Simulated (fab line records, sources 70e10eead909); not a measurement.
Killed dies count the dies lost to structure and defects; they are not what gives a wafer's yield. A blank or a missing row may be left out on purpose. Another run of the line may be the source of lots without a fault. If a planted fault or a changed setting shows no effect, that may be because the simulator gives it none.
fab line records	flow nand_harc	part 1 of 2: steps 1 to 27 of 39
record lots=5	wafers=15	last_day=32
route steps=1302 shown A_STAIRCASE@835
lots with no fault: from the same line, run without faults
start_h: hours from the record's opening day to when the first of the lot's shown wafers began	wait_h: hours elapsed since this lot's preceding step	" repeats the value in the row above	L1.1+2: several wafers, shown together as one row	- no value, or no start given	* or withheld: withheld	< > ~ a bound
route shown NAME@n: names a module that has steps shown in the file, with the first one's number in the route	usual: mean and standard deviation over wafers with no fault	same: alike in all rows	chamber/n: place in a boat	sites: the reading at each site	_std_site: how widely they spread, as a standard deviation	_edge_site: inner sites' mean taken away from outer sites' mean	radius_mm: for every site, how far away it sits from the centre of the wafer	mask NAME#n: copy n	behind: tool/chamber where the wafer was last shaped	hold: the reason the lot was held/the length of the hold in hours/how it ended	device: transistor that didn't switch, given as n, p or np	end of line: tests run on the same wafers once the route is complete	where a step has no rows: the recipe by itself	killed: not the wafer's yield, but the dies lost to structure and defects at the first sort	map: dies across one wafer; x = killed, . = not, _ = none there
set.NAME: the setting that was run; set.NAME@STEP: the one run at that earlier step	model.NAME: the simulator's own value behind a step, which no gauge read
lots seen at some steps along the route; tables by step, rows by wafer
services: the hour from which a tool's chamber was out of use, counted from the record's first day as start_h (under 0 if before that day), plus the number of hours and why
## steps
# step NHARC_A_STAIRCASE_ETCH_315
# recipe target_depth_a=25000	time_s=607.1	ion_energy_ev=800	c4f8_flow_sccm=80	o2_flow_sccm=60	ar_flow_sccm=withheld	rf_w=600	bias_w=3000	chemistry=C4F8/O2/Ar
# usual oes_product_au=0.932/0.011	rf_vpp_V=1826/11
lot.wafer	tool	chamber	start_h	wait_h	oes_product_au	rf_hours_counter_h	rf_vpp_V
L076.3	rie_diel-01	3	-	-	0.945	2	1815
L076.6	"	1	"	"	0.934	-	1830
L076.5	"	2	"	"	0.931	-	1826
L077.3	rie_diel-01	3	-	-	0.942	6	1814
L077.6	"	2	"	"	0.929	-	1827
L077.5	"	3	"	"	0.938	-	1816
L078.1	rie_diel-06	1	-	-	0.918	39	1843
L078.3	"	2	"	"	0.924	44	1846
L078.6	"	2	"	"	0.929	-	1845
L079.3	rie_diel-01	2	-	-	0.936	14	1827
L079.5	"	1	"	"	0.938	-	1830
L079.6	"	2	"	"	0.933	-	1827
L096.1	rie_diel-01	2	-	-	0.953	7	1822
L096.3	"	1	"	"	0.925	7	1828
L096.5	"	3	"	"	0.934	-	1812
# step NHARC_A_STAIRCASE_STRIP_316
# recipe o2_flow_sccm=500	ar_flow_sccm=0	bias_w=0	chemistry=O2
# usual drypump_motor_current_A=5.7/0.37	oes_product_au=1.001/0.0095	rf_vpp_V=57.7/0.93	showerhead_plenum_p_Torr=3.51/0.15	throttle_valve_pct=17.038/0.009
lot.wafer	tool	chamber	start_h	wait_h	drypump_motor_current_A	oes_product_au	rf_hours_counter_h	rf_vpp_V	showerhead_plenum_p_Torr	throttle_valve_pct
L076.3	rie_diel-01	3	-	-	6.2	1.002	2	57.0	3.36	17.037
L076.6	"	1	"	"	5.6	1.005	-	56.4	3.58	17.048
L076.5	"	3	"	"	6.3	1.004	-	57.6	3.36	17.027
L077.3	rie_diel-01	0	-	-	5.4	0.997	4	56.6	3.41	17.042
L077.6	"	2	"	"	6.0	1.003	-	58.5	3.52	17.043
L077.5	"	3	"	"	6.2	1.000	-	57.7	3.36	17.043
L078.3	rie_diel-06	0	-	-	6.2	1.024	22	58.3	3.67	17.027
L078.1	"	1	"	"	5.8	0.997	39	57.5	3.73	17.031
L078.6	"	2	"	"	5.3	1.008	-	59.1	3.78	17.033
L079.3	rie_diel-01	0	-	-	5.4	1.007	10	56.3	3.41	17.024
L079.5	"	1	"	"	5.7	0.998	-	59.7	3.57	17.025
L079.6	"	2	"	"	6.0	1.005	-	56.6	3.52	17.039
L096.3	rie_diel-01	3	-	-	6.2	1.007	5	57.7	3.33	17.025
L096.1	"	2	"	"	6.0	0.995	7	56.2	3.48	17.039
L096.5	"	0	"	"	5.3	1.013	-	57.6	3.38	17.036
# step NHARC_A_STAIRCASE_STRIP_317
# recipe time_s=900	temp_c=130	chemistry=SPM
lot.wafer	tool	chamber	start_h	wait_h
L076.5+6+3	wet_bench-04	3,5,6	398.20	-
L077.5+3+6	wet_bench-03	5,6,1	409.70	-
L078.3+6+1	wet_bench-09	4,5,6	421.14	-
L079.5+3+6	wet_bench-09	1,2,3	425.79	-
L096.3+5+1	wet_bench-04	2,3,4	594.42	-
# step NHARC_A_STAIRCASE_PRECLEAN_318
# recipe time_s=*	temp_c=50	bath_age_min=0	chemistry=SC1
# usual sc1_h2o2_end_mol_l=0.3700/0.00066
lot.wafer	tool	chamber	start_h	wait_h	sc1_h2o2_end_mol_l
L076.5	wet_bench-04	3	-	-	0.3710
L076.6	"	5	"	"	0.3703
L076.3	"	6	"	"	0.3709
L077.5	wet_bench-03	5	-	-	0.3704
L077.3	"	6	"	"	0.3702
L077.6	"	1	"	"	0.3697
L078.3	wet_bench-09	4	-	-	0.3693
L078.6	"	5	"	"	0.3706
L078.1	"	6	"	"	0.3695
L079.5	wet_bench-09	1	-	-	0.3707
L079.3	"	2	"	"	0.3706
L079.6	"	3	"	"	0.3705
L096.3	wet_bench-04	2	-	-	0.3691
L096.5	"	3	"	"	0.3701
L096.1	"	4	"	"	0.3693
# step NHARC_A_STAIRCASE_SRD_329
lot.wafer	tool	chamber	start_h	wait_h
L076.5+6+3	wet_bench-04	3,5,6	-	-
L077.5+3+6	wet_bench-03	5,6,1	-	-
L078.3+6+1	wet_bench-09	4,5,6	-	-
L079.5+3+6	wet_bench-09	1,2,3	-	-
L096.3+5+1	wet_bench-04	2,3,4	-	-
# step NHARC_A_STAIRCASE_ALD_415
# recipe target_thk_a=300	pulse_time_s=6	ald_cycles=300	temp_c=300	material=SiO2
# usual heater_power_w=464/48	precursor_pulse_height_rel=0.998/0.02
# same ald_cycles=300
lot.wafer	tool	chamber	start_h	wait_h	heater_power_w	precursor_pulse_height_rel
L076.3	ald_hk-02	2	399.39	0.7	532	1.018
L076.5	"	3	"	"	387	0.943
L076.6	"	0	"	"	496	1.018
L077.3	ald_hk-04	1	411.58	1.4	501	0.965
L077.5	"	2	"	"	448	0.996
L077.6	"	3	"	"	456	1.019
L078.1	ald_hk-03	0	421.71	0.1	413	1.033
L078.3	"	1	"	"	416	0.987
L078.6	"	1	"	"	424	1.013
L079.3	ald_hk-04	2	426.79	0.5	456	1.007
L079.6	"	1	428.17	1.9	497	1.019
L079.5	"	2	"	"	454	0.957
L096.3	ald_hk-03	2	594.95	0.1	440	0.978
L096.1	"	3	"	"	517	0.989
L096.5	"	3	"	"	520	1.006
# step NHARC_A_STAIRCASE_ETCHBACK_416
# recipe target_depth_a=360	time_s=7.2	c4f8_flow_sccm=withheld	o2_flow_sccm=8	ar_flow_sccm=withheld	rf_w=600	bias_w=800	chemistry=C4F8/O2/Ar
# usual oes_product_au=0.933/0.025	rf_vpp_V=724/4.6
lot.wafer	tool	chamber	start_h	wait_h	oes_product_au	rf_hours_counter_h	rf_vpp_V
L076.3	rie_diel-01	1	-	-	0.930	3	725
L076.5	"	1	"	"	0.927	-	724
L076.6	"	2	"	"	0.931	-	723
L077.3	rie_diel-01	1	-	-	0.925	8	723
L077.5	"	2	"	"	0.922	-	723
L077.6	"	3	"	"	0.920	-	719
L078.3	rie_diel-07	1	-	-	0.926	41	730
L078.1	"	0	"	"	0.931	43	718
L078.6	"	0	"	"	0.948	-	718
L079.3	rie_diel-07	0	429.82	2.6	0.922	44	719
L079.6	"	1	"	"	0.936	-	729
L079.5	"	2	"	"	0.910	-	721
L096.1	rie_diel-01	3	-	-	0.912	6	717
L096.3	"	1	"	"	0.907	8	723
L096.5	"	0	"	"	0.924	-	719
# step NHARC_A_STAIRCASE_STRIP_476
# recipe time_s=20	o2_flow_sccm=500	ar_flow_sccm=0	bias_w=0	chemistry=O2
# usual drypump_motor_current_A=5.6/0.37	oes_product_au=1.000/0.0099	rf_vpp_V=57.8/0.86	showerhead_plenum_p_Torr=3.58/0.16	throttle_valve_pct=17.036/0.0097
lot.wafer	tool	chamber	start_h	wait_h	drypump_motor_current_A	oes_product_au	rf_hours_counter_h	rf_vpp_V	showerhead_plenum_p_Torr	throttle_valve_pct
L076.3	rie_diel-01	1	400.85	0.1	5.7	1.018	3	57.8	3.58	17.037
L076.5	"	0	"	"	5.3	1.011	-	57.3	3.42	17.043
L076.6	"	1	"	"	5.6	1.000	-	57.6	3.58	17.040
L077.3	rie_diel-01	1	414.17	0.1	5.7	1.006	8	58.2	3.57	17.044
L077.6	"	2	"	"	6.0	0.997	-	57.3	3.52	17.038
L077.5	"	3	"	"	6.2	1.008	-	57.5	3.36	17.038
L078.1	rie_diel-07	1	423.90	0.1	5.3	0.995	41	58.5	3.75	17.030
L078.3	"	0	"	"	5.0	0.988	43	57.8	3.38	17.024
L078.6	"	1	"	"	5.3	0.994	-	58.2	3.75	17.039
L079.3	rie_diel-07	3	429.89	0.1	5.8	0.993	45	57.8	3.46	17.032
L079.5	"	0	"	"	5.0	1.007	-	57.8	3.38	17.030
L079.6	"	1	"	"	5.3	1.012	-	60.3	3.75	17.032
L096.1	rie_diel-01	1	597.27	0.2	5.6	0.989	8	56.7	3.54	17.038
L096.3	"	2	"	"	6.0	1.000	8	58.3	3.48	17.030
L096.5	"	0	"	"	5.3	0.998	-	57.0	3.38	17.029
# step NHARC_A_STAIRCASE_DEP_417
# recipe target_thk_a=600	step_coverage_pct=20	temp_c=400	target_thk_nm=60	flow_sccm=200	rf_w=450	material=Si3N4
# usual heater_power_w=711/80
lot.wafer	tool	chamber	start_h	wait_h	heater_power_w
L076.3	pecvd-04	2	401.03	-	692
L076.6	"	0	"	"	699
L076.5	"	2	"	"	683
L077.3	pecvd-03	1	414.30	-	783
L077.5	"	1	"	"	803
L077.6	"	2	"	"	766
L078.1	pecvd-03	0	424.22	-	667
L078.3	"	2	"	"	789
L078.6	"	1	"	"	766
L079.3	pecvd-02	2	430.07	-	644
L079.5	"	1	"	"	541
L079.6	"	2	"	"	657
L096.1	pecvd-04	2	597.40	-	637
L096.3	"	0	"	"	717
L096.5	"	2	"	"	633
# step NHARC_A_STAIRCASE_WET_418
# recipe temp_c=160	target_depth_a=200	chemistry=H3PO4
lot.wafer	tool	chamber	start_h	wait_h
L076.3+5+6	wet_h3po4-01	0	402.94	-
L077.3+5+6	wet_h3po4-02	0	416.25	-
L078.1+3+6	wet_h3po4-01	1	427.20	-
L079.3+5+6	wet_h3po4-01	1	432.34	-
L096.1+3+5	wet_h3po4-02	0	599.35	-
# step NHARC_A_STAIRCASE_PRECLEAN_419
# recipe time_s=*	temp_c=50	bath_age_min=0	chemistry=SC1
# usual sc1_h2o2_end_mol_l=0.3698/0.00068
lot.wafer	tool	chamber	start_h	wait_h	sc1_h2o2_end_mol_l
L076.5	wet_bench-09	0	403.52	0.0	0.3687
L076.6	"	1	"	"	0.3696
L076.3	"	3	"	"	0.3699
L077.5	wet_bench-09	5	416.82	0.0	0.3701
L077.6	"	0	"	"	0.3689
L077.3	"	1	"	"	0.3698
L078.1	wet_bench-03	6	427.79	0.0	0.3704
L078.6	"	0	"	"	0.3678
L078.3	"	1	"	"	0.3691
L079.6	wet_bench-04	0	432.92	0.0	0.3709
L079.5	"	2	"	"	0.3702
L079.3	"	4	"	"	0.3697
L096.3	wet_bench-03	5	599.92	0.0	0.3696
L096.1	"	6	"	"	0.3700
L096.5	"	7	"	"	0.3701
# step NHARC_A_STAIRCASE_SRD_421
lot.wafer	tool	chamber	start_h	wait_h
L076.5+6+3	wet_bench-09	0,1,3	-	-
L077.5+6+3	wet_bench-09	5,0,1	-	-
L078.1+6+3	wet_bench-03	6,0,1	-	-
L079.6+5+3	wet_bench-04	0,2,4	-	-
L096.3+1+5	wet_bench-03	5,6,7	-	-
# step NHARC_A_STAIRCASE_ALD_420
# recipe target_thk_a=200	pulse_time_s=6	ald_cycles=200	temp_c=300	material=SiO2
# usual heater_power_w=467/44	precursor_pulse_height_rel=1.000/0.02
# same ald_cycles=200
lot.wafer	tool	chamber	start_h	wait_h	heater_power_w	precursor_pulse_height_rel
L076.3	ald_hk-04	0	403.66	-	459	0.948
L076.6	"	0	404.92	-	470	1.018
L076.5	"	1	"	"	492	0.999
L077.3	ald_hk-02	0	416.96	-	509	1.000
L077.5	"	0	"	"	496	1.004
L077.6	"	1	"	"	533	1.016
L078.3	ald_hk-02	0	427.93	-	495	0.965
L078.1	"	3	"	"	384	0.987
L078.6	"	0	"	"	508	0.966
L079.3	ald_hk-04	3	433.06	-	453	1.045
L079.5	"	3	"	"	451	0.982
L079.6	"	0	"	"	474	0.995
L096.1	ald_hk-02	1	600.37	-	487	1.007
L096.3	"	2	"	"	534	0.999
L096.5	"	0	"	"	500	1.001
# step NHARC_A_STAIRCASE_CVD_552
# recipe target_thk_a=400	temp_c=700	pressure_mtorr=300	material=SiNx
# usual spike_tc_top_C=717.7/2.8
lot.wafer	tool	chamber	start_h	wait_h	spike_tc_top_C
L076.3	lpcvd-01	1	411.32	7.3	720.6
L076.5	"	1	"	"	719.6
L076.6	"	1	"	"	719.8
L077.3	lpcvd-01	1	-	-	717.3
L077.5	"	1	"	"	716.7
L077.6	"	1	"	"	719.0
L078.1	lpcvd-01	0	-	-	711.5
L078.3	"	0	"	"	713.8
L078.6	"	0	"	"	713.7
L079.3	lpcvd-02	1	-	-	719.3
L079.5	"	1	"	"	719.5
L079.6	"	1	"	"	720.7
L096.1	lpcvd-02	1	605.54	4.9	721.5
L096.3	"	1	"	"	721.0
L096.5	"	1	"	"	721.8
# step NHARC_A_STAIRCASE_DEP_151
# recipe target_thk_a=72000	temp_c=400	target_thk_nm=7200	teos_flow_sccm=200	rf_w=500	material=SiO2
# usual heater_power_w=637/81	mfc_precursor_sccm=199.9/0.58
lot.wafer	tool	chamber	start_h	wait_h	heater_power_w	mfc_precursor_sccm
L076.3	pecvd-03	0	416.56	0.5	663	199.7
L076.5	"	2	"	"	632	199.7
L076.6	"	0	"	"	538	200.3
L077.3	pecvd-04	2	426.87	0.5	713	200.4
L077.6	"	1	"	"	606	199.5
L077.5	"	2	"	"	583	199.8
L078.1	pecvd-04	1	436.09	0.5	630	199.6
L078.3	"	2	"	"	589	199.8
L078.6	"	2	"	"	584	200.2
L079.3	pecvd-04	1	441.88	1.0	608	200.5
L079.6	"	2	"	"	583	200.5
L079.5	"	1	"	"	579	200.7
L096.1	pecvd-02	2	609.24	0.5	700	199.5
L096.3	"	0	"	"	881	200.2
L096.5	"	2	"	"	643	200.4
# step NHARC_A_STAIRCASE_ANNEAL_320
# recipe temp_c=750	time_s=1800
# usual spike_tc_top_C=765.7/2.4
lot.wafer	tool	chamber	start_h	wait_h	spike_tc_top_C
L076.3	furnace-06	0	420.22	-	766.9
L076.5	"	0	"	"	766.7
L076.6	"	0	"	"	765.9
L077.3	furnace-06	0	430.52	-	767.7
L077.5	"	0	"	"	766.1
L077.6	"	0	"	"	766.1
L078.1	furnace-05	0	440.47	-	768.6
L078.3	"	0	"	"	768.7
L078.6	"	0	"	"	769.5
L079.3	furnace-06	0	447.33	5.3	766.9
L079.5	"	0	"	"	767.1
L079.6	"	0	"	"	766.5
L096.1	furnace-08	0	613.62	-	761.7
L096.3	"	0	"	"	760.2
L096.5	"	0	"	"	762.4
# step NHARC_A_STAIRCASE_DEP_322
# recipe target_thk_a=72000	temp_c=400	target_thk_nm=7200	teos_flow_sccm=200	rf_w=500	material=SiO2
# usual heater_power_w=644/85	mfc_precursor_sccm=200.0/0.63
lot.wafer	tool	chamber	start_h	wait_h	heater_power_w	mfc_precursor_sccm
L076.3	pecvd-04	0	423.83	0.3	649	199.9
L076.6	"	0	"	"	564	200.3
L076.5	"	1	"	"	598	199.2
L077.3	pecvd-02	1	433.98	0.2	527	200.0
L077.5	"	1	"	"	520	200.4
L077.6	"	2	"	"	632	200.4
L078.3	pecvd-02	2	443.92	0.2	672	199.2
L078.1	"	0	"	"	814	201.1
L078.6	"	0	"	"	703	200.3
L079.3	pecvd-02	0	450.93	0.3	850	198.7
L079.5	"	1	"	"	514	200.4
L079.6	"	0	"	"	705	199.1
L096.1	pecvd-03	0	617.07	0.1	588	198.7
L096.3	"	1	"	"	703	200.4
L096.5	"	2	"	"	651	199.8
# step NHARC_A_STAIRCASE_ANNEAL_323
# recipe temp_c=750	time_s=1800
# usual spike_tc_top_C=765.1/2.7
lot.wafer	tool	chamber	start_h	wait_h	spike_tc_top_C
L076.3	furnace-08	0	427.60	-	760.6
L076.5	"	0	"	"	763.2
L076.6	"	0	"	"	762.6
L077.3	furnace-06	0	437.64	-	766.7
L077.5	"	0	"	"	766.7
L077.6	"	0	"	"	764.8
L078.1	furnace-06	0	450.31	-	766.1
L078.3	"	0	"	"	764.7
L078.6	"	0	"	"	765.8
L079.3	furnace-08	0	454.72	-	761.3
L079.5	"	0	"	"	761.5
L079.6	"	0	"	"	761.4
L096.1	furnace-05	0	624.43	-	766.4
L096.3	"	0	"	"	768.8
L096.5	"	0	"	"	767.8
# step NHARC_A_STAIRCASE_DEP_325
# recipe target_thk_a=72000	temp_c=400	target_thk_nm=7200	teos_flow_sccm=200	rf_w=500	material=SiO2
# usual heater_power_w=638/73	mfc_precursor_sccm=200.0/0.62
lot.wafer	tool	chamber	start_h	wait_h	heater_power_w	mfc_precursor_sccm
L076.3	pecvd-03	1	431.41	0.5	617	200.0
L076.5	"	2	"	"	642	200.3
L076.6	"	1	"	"	635	200.9
L077.3	pecvd-03	1	441.24	0.3	662	201.0
L077.5	"	2	"	"	632	200.4
L077.6	"	0	"	"	551	199.8
L078.1	pecvd-03	2	453.76	0.1	686	200.3
L078.3	"	1	"	"	790	199.4
L078.6	"	1	"	"	631	199.3
L079.3	pecvd-03	0	458.09	0.1	655	200.4
L079.6	"	1	"	"	637	199.8
L079.5	"	2	"	"	639	199.9
L096.1	pecvd-04	0	627.89	0.2	656	200.1
L096.3	"	1	"	"	588	200.1
L096.5	"	0	"	"	596	200.3
# step NHARC_A_STAIRCASE_ANNEAL_326
# recipe temp_c=750	time_s=1800
# usual spike_tc_top_C=765.2/2.9
lot.wafer	tool	chamber	start_h	wait_h	spike_tc_top_C
L076.3	furnace-05	0	435.42	3.9	767.8
L076.5	"	0	"	"	767.4
L076.6	"	0	"	"	768.4
L077.3	furnace-08	0	446.86	-	761.9
L077.5	"	0	"	"	761.1
L077.6	"	0	"	"	762.9
L078.1	furnace-05	0	458.37	-	768.2
L078.3	"	0	"	"	767.8
L078.6	"	0	"	"	767.6
L079.3	furnace-06	0	464.43	-	766.7
L079.5	"	0	"	"	767.6
L079.6	"	0	"	"	765.6
L096.1	furnace-08	0	633.47	-	762.1
L096.3	"	0	"	"	763.7
L096.5	"	0	"	"	761.8
# step NHARC_A_STAIRCASE_DEHYDRATE_433
# recipe temp_c=150	time_s=120
lot.wafer	tool	chamber	start_h	wait_h
L076.3+5+6	litho_track-02	0	438.82	0.1
L077.3+5+6	litho_track-02	0	450.24	0.1
L078.1+3+6	litho_track-02	0	461.76	0.1
L079.3+5+6	litho_track-02	0	467.83	0.1
L096.1+3+5	litho_track-02	0	636.80	0.1
# step NHARC_A_STAIRCASE_HMDS_434
# recipe time_s=30
lot.wafer	tool	chamber	start_h	wait_h
L076.3+5+6	litho_track-02	0	-	-
L077.3+5+6	litho_track-02	0	-	-
L078.1+3+6	litho_track-02	0	-	-
L079.3+5+6	litho_track-02	0	-	-
L096.1+3+5	litho_track-02	0	-	-
# step NHARC_A_STAIRCASE_COAT_435
# recipe spin_rpm=1200
# usual spin_speed_rpm=1199.9/0.9
lot.wafer	tool	chamber	start_h	wait_h	spin_speed_rpm
L076.3	litho_track-02	0	-	-	1199.5
L076.5	"	0	"	"	1200.5
L076.6	"	0	"	"	1200.3
L077.3	litho_track-02	0	-	-	1199.2
L077.5	"	0	"	"	1198.4
L077.6	"	0	"	"	1197.9
L078.1	litho_track-02	0	-	-	1199.6
L078.3	"	0	"	"	1199.8
L078.6	"	0	"	"	1200.2
L079.3	litho_track-02	0	-	-	1199.0
L079.5	"	0	"	"	1200.5
L079.6	"	0	"	"	1200.1
L096.1	litho_track-02	0	-	-	1200.2
L096.3	"	0	"	"	1199.1
L096.5	"	0	"	"	1199.1
# step NHARC_A_STAIRCASE_SOFTBAKE_436
# recipe temp_c=135	time_s=170
lot.wafer	tool	chamber	start_h	wait_h
L076.3+5+6	litho_track-02	0	-	-
L077.3+5+6	litho_track-02	0	-	-
L078.1+3+6	litho_track-02	0	-	-
L079.3+5+6	litho_track-02	0	-	-
L096.1+3+5	litho_track-02	0	-	-
# step NHARC_A_STAIRCASE_EBR_437
lot.wafer	tool	chamber	start_h	wait_h
L076.3+5+6	litho_track-02	0	-	-
L077.3+5+6	litho_track-02	0	-	-
L078.1+3+6	litho_track-02	0	-	-
L079.3+5+6	litho_track-02	0	-	-
L096.1+3+5	litho_track-02	0	-	-
# step NHARC_A_STAIRCASE_EXPOSE_438
# recipe na=0.5	dose_mj=28.97	mask_id=STAIR_REV
# usual exposure_dose_mJ_cm2=28.972/0.028	reticle_temp_C=23.00/0.13
lot.wafer	tool	chamber	start_h	wait_h	mask	exposure_dose_mJ_cm2	reticle_temp_C
L076.3	krf_scanner-03	0	439.32	-	STAIR_REV#0	28.943	22.86
L076.5	"	0	"	"	STAIR_REV#0	28.982	23.05
L076.6	"	0	"	"	STAIR_REV#0	28.980	23.19
L077.3	krf_scanner-03	0	450.46	-	STAIR_REV#0	28.971	23.05
L077.5	"	0	"	"	STAIR_REV#0	29.030	22.81
L077.6	"	0	"	"	STAIR_REV#0	29.007	23.10
L078.1	krf_scanner-03	0	461.97	-	STAIR_REV#0	29.027	22.95
L078.3	"	0	"	"	STAIR_REV#0	29.009	23.03
L078.6	"	0	"	"	STAIR_REV#0	28.982	23.06
L079.3	krf_scanner-01	0	468.18	-	STAIR_REV#0	28.958	22.97
L079.5	"	0	"	"	STAIR_REV#0	28.941	23.04
L079.6	"	0	"	"	STAIR_REV#0	28.978	22.99
L096.1	krf_scanner-04	0	637.01	-	STAIR_REV#0	28.921	23.12
L096.3	"	0	"	"	STAIR_REV#0	28.918	23.00
L096.5	"	0	"	"	STAIR_REV#0	28.956	23.08
# step NHARC_A_STAIRCASE_PEB_439
# recipe peb_temp_c=115	peb_time_s=130
lot.wafer	tool	chamber	start_h	wait_h
L076.3+5+6	litho_track-05	0	439.38	0.1
L077.3+5+6	litho_track-02	0	450.51	0.0
L078.1+3+6	litho_track-05	0	462.03	0.1
L079.3+5+6	litho_track-05	0	468.23	0.0
L096.1+3+5	litho_track-02	0	637.07	0.1
